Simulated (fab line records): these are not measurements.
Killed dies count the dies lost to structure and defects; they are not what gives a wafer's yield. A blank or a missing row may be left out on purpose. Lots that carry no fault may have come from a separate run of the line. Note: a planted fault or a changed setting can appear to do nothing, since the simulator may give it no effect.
fab line records ; flow n5_finfet
record: lots: 11; wafers: 31; last_day: 20
route steps=1938 shown BEOL_M6@1238 PASSIVATION@1936
lots untouched by any fault: they come from a run of this same line in which no faults occurred
start_h: the number of hours between the record's first day and the start of the first shown wafer of the lot ; wait_h: hours from the lot's prior step to this one ; " same as the row above ; L1.1+2: a single row standing in for several wafers ; - no value, or no start given ; * or withheld: withheld ; < > ~ a bound
route shown NAME@n: NAME is a module with steps in the file, n the number in the route of the first one ; usual: mean/standard deviation taken from wafers without a fault ; same: alike in all rows ; chamber/n: place in a boat ; sites: the reading at each site ; _std_site: how widely they spread, as a standard deviation ; _edge_site: outer sites' mean less inner sites' ; radius_mm: how far each site lies from the wafer's centre ; mask NAME#n: copy n ; behind: the tool/chamber that last shaped the wafer ; hold: what put the lot on hold/how long, in hours/how the hold closed ; device: the transistor (n, p or np) that didn't switch ; end of line: the same wafers' tests at the end of the route ; a step given without rows: its recipe and nothing more ; killed: dies that structure and defects cost at the first sort, which is not the same as the wafer's yield ; map: a wafer's dies, marking killed ones x, the rest . and places with no die _
set.NAME: the setting that was run; set.NAME@STEP: the one run at that earlier step ; model.NAME: the simulator's own value behind a step, which no gauge read
the route's steps for a sample of lots (tables are steps, rows are wafers)
services: the hour from which a tool's chamber was out of use, counted from the record's first day as start_h (under 0 if before that day), plus the number of hours and why
== steps ==
step: N5_BEOL_M6_STRIP_36
recipe: chemistry: N2/H2; power_w: 450; temp_c: 40; pressure_mtorr: 20; rf_frequency_hz: 6e+07; overash_fraction: 0.3; bias_power_w: 7; h2_frac: 0.5; n2_flow_sccm: 200; h2_flow_sccm: 200
usual: drypump_motor_current_A: 5.8/0.52; n2_flow_sccm: 200.0/0.59; oes_product_au: 0.79/0.11; rf_vpp_V: 59.3/1.4; showerhead_plenum_p_Torr: 2.56/0.09; throttle_valve_pct: 23.6/0.38
lot.wafer;tool;chamber;start_h;wait_h;drypump_motor_current_A;n2_flow_sccm;oes_product_au;rf_hours_counter_h;rf_vpp_V;showerhead_plenum_p_Torr;throttle_valve_pct
L863.2;rie_diel-02;0;245.21;0.0;6.1;200.1;0.89;38;57.6;2.70;22.9
L863.3;rie_diel-02;3;245.21;0.0;6.4;199.9;0.70;205;58.5;2.42;23.4
L863.4;rie_diel-02;1;245.21;0.0;5.5;199.6;0.70;237;61.6;2.51;24.1
L866.3;rie_diel-06;1;248.26;0.0;5.2;201.0;0.67;218;58.7;2.61;23.4
L866.4;rie_diel-06;0;248.26;0.0;5.9;199.9;0.71;210;57.1;2.62;23.9
L866.5;rie_diel-06;1;248.26;0.0;5.2;199.4;0.68;-;57.5;2.61;23.4
L875.3;rie_diel-06;3;299.28;0.0;6.8;199.7;0.95;5;59.6;2.60;23.4
L875.5;rie_diel-06;1;299.28;0.0;5.2;199.2;0.66;-;59.8;2.60;23.4
L873.5;rie_diel-06;0;301.84;0.0;6.0;199.6;0.71;-;58.1;2.61;23.9
L873.6;rie_diel-06;3;301.84;0.0;6.8;200.0;0.95;-;59.2;2.60;23.4
L874.1;rie_diel-06;1;303.74;0.0;5.2;200.6;0.67;240;60.9;2.60;23.4
L874.3;rie_diel-06;0;303.74;0.0;5.9;200.3;0.69;232;59.5;2.61;23.9
L874.6;rie_diel-06;3;303.74;0.0;6.8;200.3;0.96;-;56.5;2.60;23.4
L879.1;rie_diel-06;0;335.19;0.0;5.9;199.3;0.71;242;60.1;2.61;23.9
L879.2;rie_diel-06;2;335.19;0.0;6.2;200.2;0.95;8;62.0;2.61;23.8
L879.6;rie_diel-06;1;335.19;0.0;5.2;199.5;0.65;-;58.4;2.60;23.4
L883.2;rie_diel-03;1;337.02;0.0;5.9;199.6;0.73;218;58.6;2.62;24.5
L883.3;rie_diel-03;2;337.02;0.0;5.6;200.1;0.68;233;58.7;2.40;23.6
L883.6;rie_diel-03;2;337.02;0.0;5.6;200.4;0.70;-;58.1;2.40;23.6
L881.1;rie_diel-06;2;341.72;0.0;6.2;199.8;0.95;11;59.2;2.60;23.8
L881.3;rie_diel-06;3;341.72;0.0;6.8;200.1;0.91;20;59.2;2.60;23.4
L881.6;rie_diel-06;0;341.72;0.0;5.9;200.6;0.69;-;60.6;2.60;23.9
L882.3;rie_diel-06;0;344.76;0.0;5.9;199.6;0.69;246;60.8;2.60;23.9
L882.5;rie_diel-06;0;344.76;0.0;5.9;200.3;0.69;-;59.3;2.60;24.0
L882.6;rie_diel-06;2;344.76;0.0;6.1;200.5;0.92;-;62.0;2.60;23.8
L885.1;rie_diel-02;0;371.68;0.0;6.1;200.5;0.82;88;60.6;2.67;23.0
L885.2;rie_diel-02;2;371.68;0.0;5.2;200.3;0.86;49;59.3;2.45;23.4
L885.4;rie_diel-02;1;371.68;0.0;5.5;200.9;0.89;-;61.1;2.50;24.0
L886.3;rie_diel-06;2;398.41;0.0;6.2;199.9;0.88;38;57.9;2.59;23.9
L886.5;rie_diel-06;3;398.41;0.0;6.8;201.0;0.87;-;58.5;2.58;23.5
L886.6;rie_diel-06;2;398.41;0.0;6.2;199.1;0.87;-;57.8;2.59;23.9
step: N5_BEOL_M6_ALD_77
recipe: material: TaN; target_thk_a: 20; temp_c: 275; ald_precursor_family: PDMAT; ald_co_reactant: NH3; pressure_torr: 3; carrier_flow_sccm: 1500; pulse_time_s: 2; purge_time_s: 3; co_reactant_purge_time_s: 2; co_reactant_pulse_time_s: 3; ald_cycles: 40; precursor_vessel_temp_c: 75; precursor_vessel_pressure_torr: 26.25; precursor_vessel_carrier_sccm: 1000
usual: ald_cycles: 40/0; chamber_pressure_Torr: 2.999/0.0061; heater_power_outer_w: 229/25; heater_power_w: 421/46
lot.wafer;tool;chamber;start_h;wait_h;ald_cycles;chamber_pressure_Torr;heater_power_outer_w;heater_power_w
L863.2;ald_metal-02;2;246.13;0.0;40;2.989;228;395
L863.3;ald_metal-02;3;246.13;0.0;40;2.997;239;422
L863.4;ald_metal-02;1;246.13;0.0;40;2.987;218;375
L866.3;ald_metal-01;2;249.38;0.0;40;3.009;182;362
L866.4;ald_metal-01;1;249.38;0.0;40;3.004;204;361
L866.5;ald_metal-01;3;249.38;0.0;40;3.011;255;467
L875.3;ald_metal-04;3;300.46;0.1;48;2.992;229;422
L875.5;ald_metal-04;3;300.46;0.1;48;2.995;232;427
L873.5;ald_metal-04;3;304.39;0.2;48;2.995;233;432
L873.6;ald_metal-04;2;304.39;0.2;40;2.998;200;376
L874.1;ald_metal-04;1;304.61;0.0;40;2.989;207;392
L874.3;ald_metal-04;2;304.61;0.0;48;3.006;194;371
L874.6;ald_metal-04;0;304.61;0.0;40;3.001;256;470
L879.1;ald_metal-01;0;336.10;0.0;40;2.995;230;408
L879.2;ald_metal-01;2;336.10;0.0;40;2.993;184;360
L879.6;ald_metal-01;3;336.10;0.0;40;2.996;250;465
L883.2;ald_metal-02;1;338.13;0.0;40;3.006;218;383
L883.3;ald_metal-02;0;338.13;0.0;40;3.002;265;515
L883.6;ald_metal-02;3;338.13;0.0;40;2.989;243;421
L881.1;ald_metal-02;0;343.10;0.0;40;3.005;274;510
L881.3;ald_metal-02;3;343.10;0.0;40;2.998;234;428
L881.6;ald_metal-02;1;343.10;0.0;40;2.999;218;389
L882.3;ald_metal-02;1;346.41;0.1;40;3.004;218;390
L882.5;ald_metal-02;0;346.41;0.1;40;3.006;266;503
L882.6;ald_metal-02;1;346.41;0.1;40;3.006;215;391
L885.1;ald_metal-02;0;372.89;0.1;40;3.003;272;510
L885.2;ald_metal-02;2;372.89;0.1;40;3.003;224;399
L885.4;ald_metal-02;1;372.89;0.1;40;2.999;217;383
L886.3;ald_metal-02;3;399.26;0.0;40;3.000;238;419
L886.5;ald_metal-02;1;399.26;0.0;40;2.993;220;382
L886.6;ald_metal-02;0;399.26;0.0;40;3.011;275;512
step: N5_BEOL_M6_SURFACE_TREAT_79
recipe: gas: Ar; time_s: *; ion_energy_ev: *; ion_current_ma_cm2: 0.5; pressure_mtorr: *; ar_flow_sccm: 30
usual: throttle_valve_pct: *
lot.wafer;tool;chamber;start_h;wait_h;throttle_valve_pct
L863.2;pvd_sputter-02;-;246.66;0.4;*
L863.3;pvd_sputter-02;-;246.66;0.4;*
L863.4;pvd_sputter-02;-;246.66;0.4;*
L866.3;pvd_sputter-03;-;251.10;1.6;*
L866.4;pvd_sputter-03;-;251.10;1.6;*
L866.5;pvd_sputter-03;-;251.10;1.6;*
L875.3;pvd_sputter-01;-;300.90;0.3;*
L875.5;pvd_sputter-01;-;300.90;0.3;*
L873.5;pvd_sputter-02;-;304.61;0.1;*
L873.6;pvd_sputter-02;-;304.61;0.1;*
L874.1;pvd_sputter-01;-;304.98;0.2;*
L874.3;pvd_sputter-01;-;304.98;0.2;*
L874.6;pvd_sputter-01;-;304.98;0.2;*
L879.1;pvd_sputter-03;-;336.40;0.2;*
L879.2;pvd_sputter-03;-;336.40;0.2;*
L879.6;pvd_sputter-03;-;336.40;0.2;*
L883.2;pvd_sputter-03;-;338.60;0.3;*
L883.3;pvd_sputter-03;-;338.60;0.3;*
L883.6;pvd_sputter-03;-;338.60;0.3;*
L881.1;pvd_sputter-01;-;343.55;0.3;*
L881.3;pvd_sputter-01;-;343.55;0.3;*
L881.6;pvd_sputter-01;-;343.55;0.3;*
L882.3;pvd_sputter-03;-;346.70;0.2;*
L882.5;pvd_sputter-03;-;346.70;0.2;*
L882.6;pvd_sputter-03;-;346.70;0.2;*
L885.1;pvd_sputter-02;-;373.18;0.2;*
L885.2;pvd_sputter-02;-;373.18;0.2;*
L885.4;pvd_sputter-02;-;373.18;0.2;*
L886.3;pvd_sputter-03;-;399.56;0.2;*
L886.5;pvd_sputter-03;-;399.56;0.2;*
L886.6;pvd_sputter-03;-;399.56;0.2;*
step: N5_BEOL_M6_ANNEAL_51
recipe: temp_c: 225; time_s: 90; ambient: N2
usual: wafer_temp_C_max: 225.81/0.25
lot.wafer;tool;chamber;start_h;wait_h;wafer_temp_C_max
L863.2;rtp_anneal-02;0;248.51;0.2;225.76
L863.3;rtp_anneal-02;0;248.51;0.2;225.73
L863.4;rtp_anneal-02;0;248.51;0.2;225.92
L866.3;rtp_anneal-02;0;251.94;0.5;225.79
L866.4;rtp_anneal-02;0;251.94;0.5;225.93
L866.5;rtp_anneal-02;0;251.94;0.5;226.36
L875.3;rtp_anneal-01;0;301.42;0.1;226.11
L875.5;rtp_anneal-01;0;301.42;0.1;225.76
L873.5;rtp_anneal-02;0;305.18;0.2;225.77
L873.6;rtp_anneal-02;0;305.18;0.2;225.71
L874.1;rtp_anneal-02;0;305.54;0.2;225.77
L874.3;rtp_anneal-02;0;305.54;0.2;225.82
L874.6;rtp_anneal-02;0;305.54;0.2;225.49
L879.1;rtp_anneal-01;0;337.12;0.4;225.90
L879.2;rtp_anneal-01;0;337.12;0.4;225.46
L879.6;rtp_anneal-01;0;337.12;0.4;225.96
L883.2;rtp_anneal-02;0;339.36;0.1;225.81
L883.3;rtp_anneal-02;0;339.36;0.1;225.35
L883.6;rtp_anneal-02;0;339.36;0.1;225.75
L881.1;rtp_anneal-01;0;344.30;0.2;226.28
L881.3;rtp_anneal-01;0;344.30;0.2;226.42
L881.6;rtp_anneal-01;0;344.30;0.2;226.23
L882.3;rtp_anneal-01;0;347.31;0.1;225.62
L882.5;rtp_anneal-01;0;347.31;0.1;225.26
L882.6;rtp_anneal-01;0;347.31;0.1;226.01
L885.1;rtp_anneal-01;0;374.26;0.1;225.83
L885.2;rtp_anneal-01;0;374.26;0.1;226.05
L885.4;rtp_anneal-01;0;374.26;0.1;226.08
L886.3;rtp_anneal-01;0;400.62;0.7;225.28
L886.5;rtp_anneal-01;0;400.62;0.7;225.31
L886.6;rtp_anneal-01;0;400.62;0.7;225.33
step: N5_PASSIVATION_PROBE_49
usual: defect_limited_yield: 91.4/1.2; killed_at_M0_to_M3: 35/11; killed_at_M4_up: 14/6; killed_at_contacts: 12/6.7; killed_at_front_end: 37/9.7; killed_at_other: 3.5/2.5; killed_dies: 102/15; killed_open: 67/12; killed_short: 33/7.3; sort_bin_5_function: 5.1/0.81; sort_bin_6_memory: 3.2/0.65; sort_bin_8_speed: 0.00/0.021; sort_n_pass: 1078/15; sort_yield_pct: 91.4/1.2
same: gross_dies: 1180; killed_at_back_side: 0; sort_bin_4_leakage[%]: 0
lot.wafer;tool;chamber;start_h;wait_h;defect_limited_yield[%];killed_at_M0_to_M3;killed_at_M4_up;killed_at_contacts;killed_at_front_end;killed_at_other;killed_dies;killed_open;killed_short;sort_bin_5_function[%];sort_bin_6_memory[%];sort_bin_8_speed[%];sort_n_pass;sort_yield_pct[%]
L875.3;prober-02;-;381.64;0.4;90.8;35;23;14;26;10;108;78;29;5.3;3.5;0;1072;90.8
L875.5;prober-02;-;381.74;0.5;89.9;44;34;9;23;9;119;91;27;6.1;3.6;0;1061;89.9
L873.5;prober-02;-;390.39;0.2;90.6;29;11;27;43;1;111;79;31;5.8;3.3;0;1069;90.6
L873.6;prober-02;-;390.44;0.3;91.4;29;18;9;43;3;102;67;35;4.9;3.4;0;1078;91.4
L874.1;prober-01;-;396.86;0.0;91.4;39;20;10;30;3;102;63;38;5.3;3.1;0;1078;91.4
L874.3;prober-01;-;396.96;0.1;90.8;31;20;18;35;5;109;70;37;5.7;3.1;0;1071;90.8
L874.6;prober-01;-;397.11;0.3;88.6;52;14;13;49;6;134;91;42;5.6;5.1;0;1046;88.6
L879.2;prober-01;-;422.06;0.1;89.1;52;17;19;30;11;129;91;37;7.1;3.5;0;1051;89.1
L881.1;prober-02;-;425.76;0.0;90.0;40;9;19;47;3;118;62;56;5.6;4.1;0;1062;90.0
L881.3;prober-02;-;425.86;0.1;88.6;64;10;10;49;2;135;97;38;6.8;4.3;0;1045;88.6
L881.6;prober-02;-;426.01;0.3;91.4;52;9;7;27;7;102;70;32;4.8;3.6;0;1078;91.4
killed by level:class
L875.3 BEOL_M4:geometric_particle:open=15 BEOL_M3:geometric_particle:open=14 STI_FIN_REVEAL:geometric_particle:open=11 MOL_CONTACT_COAG:geometric_particle:open=10 BEOL_M0_SAQP:geometric_particle:open=6 BEOL_M1:geometric_particle:open=5 PASS1_CAP:geometric_particle:short=5 FIN_SAQP:geometric_particle:open=4
L875.5 BEOL_M4:geometric_particle:open=16 BEOL_M1:geometric_particle:open=14 MOL_CONTACT_COAG:geometric_particle:open=8 BEOL_M2:geometric_particle:open=8 FIN_SAQP:geometric_particle:open=7 BEOL_M0_SAQP:geometric_particle:open=7 STI_FIN_REVEAL:geometric_particle:open=6 BEOL_M1:geometric_particle:short=6
L873.5 MOL_CONTACT_COAG:geometric_particle:open=25 FIN_SAQP:geometric_particle:open=9 FIN_SAQP:geometric_particle:short=9 GATE_CUT:geometric_particle:short=6 BEOL_M0_SAQP:geometric_particle:open=6 BEOL_M3:geometric_particle:open=6 STI_FIN_REVEAL:geometric_particle:open=5 BEOL_M0_SAQP:geometric_particle:short=5
L873.6 STI_FIN_REVEAL:geometric_particle:open=11 FIN_SAQP:geometric_particle:short=10 BEOL_M3:geometric_particle:open=9 GATE_CUT:geometric_particle:short=7 MOL_CONTACT_COAG:geometric_particle:open=7 BEOL_M4:geometric_particle:open=7 BEOL_M7:geometric_particle:open=5 BEOL_M0_SAQP:geometric_particle:open=4
L874.1 BEOL_M0_SAQP:geometric_particle:short=16 BEOL_M4:geometric_particle:open=13 BEOL_M0_SAQP:geometric_particle:open=10 MOL_CONTACT_COAG:geometric_particle:open=9 STI_FIN_REVEAL:geometric_particle:open=5 DUMMY_GATE:geometric_particle:open=5 BEOL_M3:geometric_particle:open=5 GATE_CUT:geometric_particle:short=4
L874.3 MOL_CONTACT_COAG:geometric_particle:open=17 BEOL_M0_SAQP:geometric_particle:short=13 BEOL_M4:geometric_particle:open=12 GATE_CUT:geometric_particle:short=6 BEOL_M0_SAQP:geometric_particle:open=6 STI_FIN_REVEAL:geometric_particle:open=5 DUMMY_GATE:geometric_particle:open=5 FIN_SAQP:geometric_particle:open=4
L874.6 BEOL_M0_SAQP:geometric_particle:short=19 BEOL_M0_SAQP:geometric_particle:open=15 MOL_CONTACT_COAG:geometric_particle:open=12 FIN_SAQP:geometric_particle:open=11 DUMMY_GATE:geometric_particle:open=10 GATE_CUT:geometric_particle:short=9 BEOL_M3:geometric_particle:open=9 BEOL_M4:geometric_particle:open=9
L879.2 MOL_CONTACT_COAG:geometric_particle:open=15 BEOL_M0_SAQP:geometric_particle:short=13 BEOL_M2:geometric_particle:open=13 BEOL_M0_SAQP:geometric_particle:open=12 BEOL_M4:geometric_particle:open=10 STI_FIN_REVEAL:geometric_particle:open=8 DUMMY_GATE:geometric_particle:open=7 FIN_SAQP:geometric_particle:open=5
L881.1 MOL_CONTACT_COAG:geometric_particle:open=16 BEOL_M0_SAQP:geometric_particle:short=16 BEOL_M0_SAQP:geometric_particle:open=14 FIN_SAQP:geometric_particle:short=10 STARTING-WAFER:geometric_particle:short=7 GATE_CUT:geometric_particle:short=5 BEOL_M4:geometric_particle:open=5 FIN_SAQP:geometric_particle:open=4
L881.3 BEOL_M0_SAQP:geometric_particle:open=16 BEOL_M1:geometric_particle:open=12 BEOL_M0_SAQP:geometric_particle:short=10 FIN_SAQP:geometric_particle:open=9 STI_FIN_REVEAL:geometric_particle:open=9 BEOL_M3:geometric_particle:open=9 DUMMY_GATE:geometric_particle:open=8 MOL_CONTACT_COAG:geometric_particle:open=8
L881.6 BEOL_M0_SAQP:geometric_particle:open=17 BEOL_M0_SAQP:geometric_particle:short=9 BEOL_M3:geometric_particle:open=8 BEOL_M1:geometric_particle:open=7 GATE_CUT:geometric_particle:open=6 BEOL_M3:geometric_particle:short=5 FIN_SAQP:geometric_particle:open=4 MOL_CONTACT_COAG:geometric_particle:open=4
== services ==
tool;chamber;start_h;hours;kind
rie_diel-03;2;232.24;9.5;repair
rie_diel-06;-;234.94;0.5;repair
rie_diel-03;3;245.80;5.4;repair
rie_diel-06;3;268.66;-;clean
rie_diel-06;3;268.66;-;consumable_replace:focus_ring
rie_diel-06;3;268.66;20.6;scheduled_down
rie_diel-06;3;268.66;20.6;vent_cycle
rie_diel-06;2;289.23;-;clean
rie_diel-06;2;289.23;-;consumable_replace:focus_ring
rie_diel-06;2;289.23;18.8;scheduled_down
rie_diel-06;2;289.23;18.8;vent_cycle
ald_metal-02;-;299.15;0.8;repair
rie_diel-02;-;336.28;0.6;repair
ald_metal-02;2;336.92;11.1;repair
ald_metal-01;-;337.25;14.0;pm
rie_diel-06;1;337.72;-;clean
rie_diel-06;1;337.72;-;consumable_replace:focus_ring
rie_diel-06;1;337.72;25.3;scheduled_down
rie_diel-06;1;337.72;25.3;vent_cycle
rie_diel-06;0;363.10;-;clean
rie_diel-06;0;363.10;-;consumable_replace:focus_ring
rie_diel-06;0;363.10;26.1;scheduled_down
pvd_sputter-01;-;376.86;2.8;repair
rie_diel-06;0;391.80;48.8;repair
== key ==
first_sign: step: N5_BEOL_M6_ALD_77; reading: ald_cycles; direction: up; sigmas: 99+; usual: *; struck: *
effect none on later readings
met_at N5_BEOL_M6_ALD_77
struck_lots L873,L874,L875
struck_wafers L873.5,L874.3,L875.3,L875.5
not_acting_at N5_BEOL_M6_STRIP_36,N5_BEOL_M6_SURFACE_TREAT_79,N5_BEOL_M6_ANNEAL_51
fault: kind: process_parameter_drift; tool: ald_metal-04; chamber: -; onset_h: 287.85; steps: N5_BEOL_M6_ALD_77; channel: ald_cycles; offset: *; shape: step; end_h: 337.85; scope: struck_wafers_only; acts_in: *; stated: *
